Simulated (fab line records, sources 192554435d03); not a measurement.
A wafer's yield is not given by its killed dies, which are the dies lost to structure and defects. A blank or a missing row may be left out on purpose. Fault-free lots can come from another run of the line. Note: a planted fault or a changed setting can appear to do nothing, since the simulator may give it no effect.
fab line records -- flow n5Finfet
record: lots: 5, wafers: 15, lastDay: 17
route steps=1938 shown SDB@362 PASSIVATION@1936
lots with no fault: from the same line, run without faults
startH: start of the lot's first displayed wafer, in hours after the record's first day -- waitH: time in hours since the lot's previous step -- " same as the row above -- L1.1+2: a row that stands for several wafers -- - no value, or no start was given -- * or withheld: withheld -- < > ~ a bound
route shown NAME@n: a module of which the file shows steps, and the number in the route of the first -- usual: mean/standard deviation taken from wafers without a fault -- same: alike in all rows -- chamber/n: place in a boat -- sites: the reading at each site -- _std_site: standard deviation of those values -- _edge_site: inner sites' mean taken away from outer sites' mean -- radiusMm: for every site, how far away it sits from the centre of the wafer -- mask NAME#n: copy n -- behind: the last tool/chamber to shape the wafer -- hold: what put the lot on hold/how long, in hours/how the hold closed -- device: which transistor (n, p or np) failed to switch -- end of line: the tests these same wafers got at the end of their route -- step lacking rows: just its recipe -- killed: at the first sort, the dies lost to defects and structure; wafer yield is something else -- map: shows each die of a wafer: x if killed, . if not, _ if none is there
set.NAME: the setting the step ran with; set.NAME@STEP: the setting that earlier step ran with -- model.NAME: the simulator's own value behind a step, which no gauge read
a table for each step, a row for each wafer; lots at some steps of the route
services: a tool's chamber out of use, with start hour (startH, from the record's first day; less than 0 if before it), hours out, and reason
== steps ==
step: N5_SDB_STRIP_19
recipe: chemistry: N2/H2, tempC: 40, n2FlowSccm: 200, h2FlowSccm: 200, rfFrequencyHz: 6e+07
step: N5_SDB_STRIP_21
recipe: chemistry: CF4, resist: SiARC, powerW: 300, biasPowerW: 75, pressureMtorr: 50, cf4FlowSccm: 150, rfFrequencyHz: 6e+07
usual: biasPowerW: 74.98/0.2, cf4FlowSccm: 150.0/0.41, drypumpMotorCurrentA: 5.6/0.57, oesProductAu: 0.81/0.09, rfVppV: 271.2/1.4, showerheadPlenumPTorr: 1.80/0.05, throttleValvePct: 13.51/0.24
lot.wafer,tool,chamber,startH,waitH,biasPowerW,cf4FlowSccm,drypumpMotorCurrentA,oesProductAu,rfHoursCounterH,rfVppV,showerheadPlenumPTorr,throttleValvePct
L562.2,rieDiel-02,0,99.03,0.0,74.84,149.6,5.0,0.68,226,269.1,1.70,13.86
L562.3,rieDiel-02,3,99.03,0.0,74.92,150.0,5.9,0.93,13,274.5,1.91,13.23
L562.4,rieDiel-02,0,99.03,0.0,75.09,150.1,5.0,0.68,-,270.2,1.70,13.85
L564.1,rieDiel-06,0,108.55,0.0,75.15,150.5,5.8,0.72,178,270.8,1.78,13.58
L564.2,rieDiel-06,3,108.55,0.0,75.06,149.7,5.0,0.73,198,270.0,1.78,13.78
L564.3,rieDiel-06,2,108.55,0.0,75.04,149.4,6.1,0.89,16,269.2,1.75,13.32
L566.3,rieDiel-06,0,120.10,0.0,75.18,150.2,5.8,0.72,183,270.3,1.78,13.58
L566.5,rieDiel-06,2,120.10,0.0,75.16,149.9,6.1,0.89,-,270.4,1.75,13.35
L566.6,rieDiel-06,0,120.10,0.0,74.58,149.3,5.8,0.72,-,270.3,1.78,13.59
L575.2,rieDiel-04,0,179.99,0.0,74.82,150.3,6.2,0.82,55,272.3,1.82,13.10
L575.3,rieDiel-04,3,179.99,0.0,75.61,149.7,5.5,0.78,112,270.2,1.80,13.55
L575.5,rieDiel-04,2,179.99,0.0,75.17,150.4,5.2,0.88,-,272.7,1.82,13.25
L579.1,rieDiel-02,1,202.17,0.0,74.63,150.6,6.7,0.89,35,270.4,1.75,13.32
L579.3,rieDiel-02,3,202.17,0.0,74.92,150.5,5.9,0.86,50,273.2,1.90,13.33
L579.6,rieDiel-02,2,202.17,0.0,74.89,149.7,4.9,0.78,-,271.0,1.81,13.75
step: N5_SDB_HM_OPEN_20
recipe: chemistry: CH3F/O2, target: SiNx, maskMaterial: SOC, targetDepthA: 240, stopOn: poly-Si, overEtchFrac: 0.4, ionEnergyEv: 120, pressureMtorr: 30, sourceW: 395, biasW: 73, Ar_flow_sccm: 150, CH3F_flow_sccm: 30, O2_flow_sccm: 20
usual: drypumpMotorCurrentA: 5.6/0.57, oes_ar_750_au: 0.82/0.09, oesProductAu: 0.67/0.076, rfVppV: 296.2/2.9, showerheadPlenumPTorr: 2.01/0.058, throttleValvePct: 16.28/0.22
lot.wafer,tool,chamber,startH,waitH,drypumpMotorCurrentA,oes_ar_750_au,oesProductAu,rfHoursCounterH,rfVppV,showerheadPlenumPTorr,throttleValvePct
L562.2,rieDiel-02,0,99.05,0.0,5.0,0.69,0.57,226,292.8,1.90,16.62
L562.3,rieDiel-02,3,99.05,0.0,5.9,0.94,0.76,13,301.6,2.13,15.99
L562.4,rieDiel-02,0,99.05,0.0,5.0,0.69,0.57,-,292.3,1.90,16.63
L564.1,rieDiel-06,0,108.57,0.0,5.8,0.73,0.58,178,295.8,1.99,16.31
L564.2,rieDiel-06,3,108.57,0.0,5.0,0.75,0.60,198,293.5,1.98,16.49
L564.3,rieDiel-06,2,108.57,0.0,6.1,0.89,0.73,16,297.0,1.97,16.18
L566.3,rieDiel-06,0,120.12,0.0,5.8,0.73,0.60,183,294.7,1.99,16.34
L566.5,rieDiel-06,2,120.12,0.0,6.1,0.88,0.72,-,297.0,1.96,16.20
L566.6,rieDiel-06,0,120.12,0.0,5.8,0.73,0.60,-,295.7,1.99,16.33
L575.2,rieDiel-04,0,180.01,0.0,6.2,0.83,0.66,55,301.5,2.04,15.89
L575.3,rieDiel-04,3,180.01,0.0,5.5,0.78,0.64,112,299.8,2.02,16.35
L575.5,rieDiel-04,2,180.01,0.0,5.1,0.90,0.73,-,297.7,2.04,16.06
L579.1,rieDiel-02,1,202.19,0.0,6.7,0.90,0.74,35,293.0,1.95,16.12
L579.3,rieDiel-02,3,202.19,0.0,5.9,0.88,0.72,50,299.8,2.11,16.07
L579.6,rieDiel-02,2,202.19,0.0,5.0,0.79,0.65,-,294.4,2.00,16.46
step: N5_SDB_STRIP_22
recipe: chemistry: N2/H2, powerW: 1000, tempC: 250, h2Frac: 0.65, overashFraction: 0.3, pressureMtorr: withheld, n2FlowSccm: 1750, h2FlowSccm: 3250
step: N5_SDB_PRECLEAN_23
recipe: chemistry: dHF, timeS: 30, tempC: 25, dilution: withheld
step: N5_SDB_DUMMY_REMOVE_24
recipe: chemistry: TMAH, tempC: 70, target: poly-Si, stopOn: SiO2, targetDepthNm: 142, concWtPct: 5, timeS: 57, dry: ipaMarangoni, rinseTimeS: 30, rinseTempC: 23
step: N5_SDB_ETCH_25
recipe: chemistry: C4F6/O2, target: SiO2, targetDepthA: 100, timeS: 3.3, ionEnergyEv: 250, maskMaterial: SiNx, pressureMtorr: 30, sourceW: 345, biasW: 185, Ar_flow_sccm: 300, C4F6_flow_sccm: 10, O2_flow_sccm: 10
usual: drypumpMotorCurrentA: 5.6/0.56, oes_ar_750_au: 0.82/0.087, oesProductAu: 0.82/0.094, rfVppV: 664/6.7, showerheadPlenumPTorr: 2.86/0.076, throttleValvePct: 21.11/0.2
lot.wafer,tool,chamber,startH,waitH,drypumpMotorCurrentA,oes_ar_750_au,oesProductAu,rfHoursCounterH,rfVppV,showerheadPlenumPTorr,throttleValvePct
L562.2,rieDiel-02,0,99.36,0.0,5.0,0.69,0.67,226,655,2.71,21.45
L562.3,rieDiel-02,2,99.36,0.0,5.0,0.83,0.82,75,660,2.87,21.25
L562.4,rieDiel-02,2,99.36,0.0,5.0,0.82,0.82,-,661,2.87,21.26
L564.1,rieDiel-04,0,109.04,0.2,6.3,0.87,0.87,31,675,2.91,20.71
L564.2,rieDiel-04,3,109.04,0.2,5.5,0.81,0.82,87,673,2.88,21.17
L564.3,rieDiel-04,2,109.04,0.2,5.1,0.94,0.96,20,665,2.91,20.92
L566.3,rieDiel-04,1,120.51,0.0,5.5,0.73,0.73,180,659,2.82,21.21
L566.5,rieDiel-04,2,120.51,0.0,5.2,0.93,0.95,-,663,2.91,20.92
L566.6,rieDiel-04,1,120.51,0.0,5.5,0.74,0.73,-,659,2.82,21.22
L575.2,rieDiel-02,3,180.31,0.0,5.9,0.89,0.88,45,672,3.00,20.91
L575.3,rieDiel-02,0,180.31,0.0,5.0,0.95,0.96,1,665,3.04,21.11
L575.5,rieDiel-02,0,180.31,0.0,5.0,0.96,0.96,-,665,3.04,21.09
L579.1,rieDiel-02,3,203.53,1.1,5.9,0.86,0.89,51,674,3.00,20.92
L579.3,rieDiel-02,2,203.53,1.1,4.9,0.79,0.78,114,659,2.85,21.32
L579.6,rieDiel-02,3,203.53,1.1,5.9,0.87,0.88,-,674,3.00,20.90
step: N5_SDB_CUT_ETCH_26
recipe: chemistry: HBr/Cl2/O2, target: Si, targetDepthA: 1296, btTimeS: 20, maskMaterial: SiNx, timeS: 51.8, ionEnergyEv: *, biasW: *, pressureMtorr: 10, icpW: 800, HBr_flow_sccm: 150, Cl2_flow_sccm: 80, O2_flow_sccm: 12
usual: drypumpMotorCurrentA: 5.6/0.46, heBacksideLeakSccm: 2.7/0.31, oesProductAu: 1.012/0.015, throttleValvePct: 37.10/0.24
lot.wafer,tool,chamber,startH,waitH,drypumpMotorCurrentA,heBacksideLeakSccm,oesProductAu,rfHoursCounterH,throttleValvePct
L562.2,rieSi-04,3,99.44,0.1,5.2,2.3,1.019,26,37.42
L562.3,rieSi-04,0,99.44,0.1,5.2,3.0,1.022,37,37.11
L562.4,rieSi-04,2,99.44,0.1,5.6,2.6,1.016,141,36.97
L564.1,rieSi-03,2,109.12,0.1,5.8,2.5,0.989,27,37.22
L564.2,rieSi-03,3,109.12,0.1,4.8,2.6,1.028,104,37.12
L564.3,rieSi-03,1,109.12,0.1,5.9,2.8,1.006,103,36.71
L566.3,rieSi-03,0,120.59,0.1,5.8,4.3,1.007,193,37.21
L566.5,rieSi-03,2,120.59,0.1,5.8,2.6,0.989,-,37.22
L566.6,rieSi-03,1,120.59,0.1,5.9,2.7,1.002,-,36.73
L575.2,rieSi-03,1,180.39,0.1,5.9,2.6,1.002,105,36.71
L575.3,rieSi-03,3,180.39,0.1,4.8,2.5,1.019,106,37.11
L575.5,rieSi-03,1,180.39,0.1,5.9,2.6,1.007,-,36.71
L579.1,rieSi-01,0,203.61,0.1,5.4,2.7,0.982,100,36.68
L579.3,rieSi-01,2,203.61,0.1,6.3,2.5,0.985,15,37.27
L579.6,rieSi-01,0,203.61,0.1,5.4,2.6,0.988,-,36.70
step: N5_SDB_PRECLEAN_38
recipe: chemistry: dHF, timeS: 10, dilution: 750:1, tempC: 25
step: N5_SDB_PRECLEAN_39
recipe: chemistry: O3/DIW, timeS: 45, tempC: 22, o3Ppm: 10
step: N5_SDB_SRD_28
recipe: dry: ipaMarangoni, timeS: 30, tempC: 23, rinseLiquid: diw
step: N5_SDB_ALD_29
recipe: material: SiNx, targetThkA: 300, tempC: 400, aldPrecursorFamily: SiH2I2, aldCoReactant: N2/H2-plasma, pulseTimeS: 1, aldCycles: 600, purgeTimeS: 2, coReactantPurgeTimeS: 2, pressureTorr: 2
usual: heaterPowerW: 880/79, precursorPulseHeightRel: 1.006/0.019
lot.wafer,tool,chamber,startH,waitH,heaterPowerW,precursorPulseHeightRel
L562.2,aldSin-01,0,99.62,0.0,884,1.043
L562.3,aldSin-01,1,99.62,0.0,695,0.984
L562.4,aldSin-01,2,99.62,0.0,838,1.007
L564.1,aldSin-04,2,109.30,0.0,915,1.019
L564.2,aldSin-04,1,109.30,0.0,964,0.981
L564.3,aldSin-04,3,109.30,0.0,877,0.985
L566.3,aldSin-04,1,120.77,0.0,979,0.990
L566.5,aldSin-04,1,122.13,1.4,978,0.980
L566.6,aldSin-04,2,122.13,1.4,913,0.996
L575.2,aldSin-04,2,180.57,0.0,913,0.964
L575.3,aldSin-04,1,180.57,0.0,968,1.000
L575.5,aldSin-04,2,181.93,1.4,923,0.975
L579.1,aldSin-03,2,203.80,0.0,896,1.057
L579.3,aldSin-03,3,203.80,0.0,1032,1.023
L579.6,aldSin-03,1,205.15,1.4,875,1.016
step: N5_SDB_CMP_30
recipe: stopOn: poly-Si, tOverpolishS: 1.54, postCmpClean: alkalineBrush, downForcePsi: 4.1491, platenRpm: 51.796, padVelocityMS: 1.0306, targetThkNm: 30
usual: motorCurrentA: 13.0/1.4, overpolishRunS: 1.540/0.0095, padLifeWafers: 1341/580, platenRpm: 51.80/0.034, timeToEndpointS: 17.3/1.9
lot.wafer,tool,chamber,startH,waitH,motorCurrentA,overpolishRunS,padLifeWafers,platenRpm,timeToEndpointS
L562.4,cmp-02,3,102.39,1.4,16.0,1.528,1153,51.81,17.1
L562.3,cmp-02,0,102.39,1.4,15.1,1.534,1154,51.75,16.2
L562.2,cmp-02,1,102.39,1.4,13.3,1.552,1155,51.80,17.4
L564.3,cmp-01,1,112.04,1.4,13.0,1.541,1902,51.79,20.2
L564.2,cmp-01,3,112.04,1.4,12.4,1.538,1904,51.82,20.3
L564.1,cmp-01,0,112.04,1.4,11.6,1.547,1905,51.78,17.1
L566.3,cmp-01,0,123.62,1.5,12.1,1.536,1983,51.81,18.9
L566.6,cmp-01,1,123.62,1.5,13.9,1.539,-,51.78,18.5
L566.5,cmp-01,2,123.62,1.5,11.4,1.555,-,49.71,16.2
L575.2,cmp-04,1,183.31,1.4,13.2,1.534,1842,51.84,13.5
L575.3,cmp-04,3,183.31,1.4,12.7,1.532,1844,51.81,16.7
L575.5,cmp-04,1,183.31,1.4,12.6,1.541,-,51.82,15.3
L579.3,cmp-02,2,206.53,1.4,12.7,1.545,1998,51.87,17.8
L579.1,cmp-02,1,206.53,1.4,12.4,1.541,2001,51.78,17.6
L579.6,cmp-02,3,206.53,1.4,16.2,1.561,-,51.82,17.5
step: N5_SDB_THK_MEAS_31
recipe: reads: a-Si_of_DUMMY_GATE_CVD_03
usual: SDB_THK: 64.6/1
lot.wafer,tool,chamber,startH,waitH,SDB_THK[nm]
L562.2,filmMetro-01,-,102.65,-,63.2
L562.3,filmMetro-01,-,102.65,-,65.2
L562.4,filmMetro-01,-,102.65,-,64.6
L564.1,filmMetro-01,-,112.33,-,62.8
L564.2,filmMetro-01,-,112.33,-,63.9
L564.3,filmMetro-01,-,112.33,-,63.6
L566.3,filmMetro-01,-,123.81,-,64.3
L566.5,filmMetro-01,-,123.81,-,65.0
L566.6,filmMetro-01,-,123.81,-,64.6
L575.2,filmMetro-01,-,183.60,-,65.1
L575.3,filmMetro-01,-,183.60,-,65.1
L575.5,filmMetro-01,-,183.60,-,65.9
L579.1,filmMetro-02,-,206.82,-,64.9
L579.3,filmMetro-02,-,206.82,-,63.9
L579.6,filmMetro-02,-,206.82,-,64.2
step: N5_PASSIVATION_PROBE_49
usual: killed_at_M0_to_M3: 33/8.9, killed_at_M4_up: 15/5.4, killedAtContacts: 13/5.8, killedAtFrontEnd: 39/9.9, killedAtOther: 3.2/2.9, killedDies: 102/15, killedOpen: 68/12, killedShort: 34/7.6
same: grossDies: 1180, killedAtBackSide: 0
lot.wafer,tool,chamber,startH,waitH,killed_at_M0_to_M3,killed_at_M4_up,killedAtContacts,killedAtFrontEnd,killedAtOther,killedDies,killedOpen,killedShort
L566.3,prober-01,-,331.66,0.1,24,17,9,50,3,103,52,50
L566.5,prober-01,-,331.76,0.2,36,13,14,49,2,114,78,36
L566.6,prober-01,-,331.81,0.3,30,25,14,58,0,127,87,40
killed by level:class
L566.3 GATE_CUT:geometricParticle:short=12 FIN_SAQP:geometricParticle:short=10 FIN_SAQP:geometricParticle:open=7 STI_FIN_REVEAL:geometricParticle:open=6 BEOL_M0_SAQP:geometricParticle:open=6 BEOL_M5:geometricParticle:open=6 MOL_CONTACT_COAG:geometricParticle:short=5 BEOL_M0_SAQP:geometricParticle:short=5
L566.5 STI_FIN_REVEAL:geometricParticle:open=16 MOL_CONTACT_COAG:geometricParticle:open=10 BEOL_M3:geometricParticle:open=9 FIN_SAQP:geometricParticle:open=7 STI_FIN_REVEAL:geometricParticle:short=7 FIN_SAQP:geometricParticle:short=6 BEOL_M4:geometricParticle:open=6 BEOL_M0_SAQP:geometricParticle:short=5
L566.6 STI_FIN_REVEAL:geometricParticle:open=14 BEOL_M4:geometricParticle:open=13 FIN_SAQP:geometricParticle:short=11 MOL_CONTACT_COAG:geometricParticle:open=10 DUMMY_GATE:geometricParticle:open=8 BEOL_M3:geometricParticle:open=5 BEOL_M1:geometricParticle:short=5 GATE_CUT:geometricParticle:short=5
== services ==
tool,chamber,startH,hours,kind
rieDiel-02,1,85.19,-,clean
rieDiel-02,1,85.19,-,consumableReplace:focusRing
rieDiel-02,1,85.19,23.3,scheduledDown
cmp-01,-,86.56,0.9,repair
aldSin-03,-,87.07,14.0,pm
cmp-01,-,96.03,3.6,repair
aldSin-04,0,102.95,12.7,repair
rieDiel-04,1,107.47,3.4,repair
cmp-01,-,129.65,4.0,pm
cmp-01,-,137.34,3.7,repair
aldSin-03,1,141.84,10.6,repair
cmp-02,-,144.15,2.5,repair
aldSin-03,-,144.84,14.6,pm
cmp-04,-,145.72,5.4,pm
rieDiel-06,-,153.59,1.2,repair
cmp-04,-,153.98,1.3,repair
cmp-02,-,156.20,0.8,repair
cmp-01,-,167.41,5.2,pm
aldSin-03,-,167.85,0.5,repair
cmp-01,-,173.97,1.1,repair
rieDiel-06,1,175.24,16.7,repair
aldSin-01,-,178.65,14.0,pm
aldSin-04,0,179.12,45.6,repair
rieDiel-02,3,196.56,2.4,repair
== key ==
firstSign: step: N5_SDB_CMP_30, reading: platenRpm, direction: down, sigmas: 62, usual: 51.80, struck: 49.71
effect none on later readings
metAt N5_SDB_CMP_30
struckWafers L566.5
testerLeftOut L566
fault: kind: processParameterDrift, tool: cmp-01, chamber: 2, onsetH: 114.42, steps: N5_SDB_CMP_30, channel: platenRpm, offset: -2.0718, shape: step, endH: 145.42, actsIn: theseRecipesOnly, stated: 51.796
testerLeftOut: of these lots the tester's yield and bins aren't shown, on N5 and GAA mostly nor the transistor test; their killed dies are dies lost to structure and defects alone, not to doping, threshold or leakage, so they don't give the yield
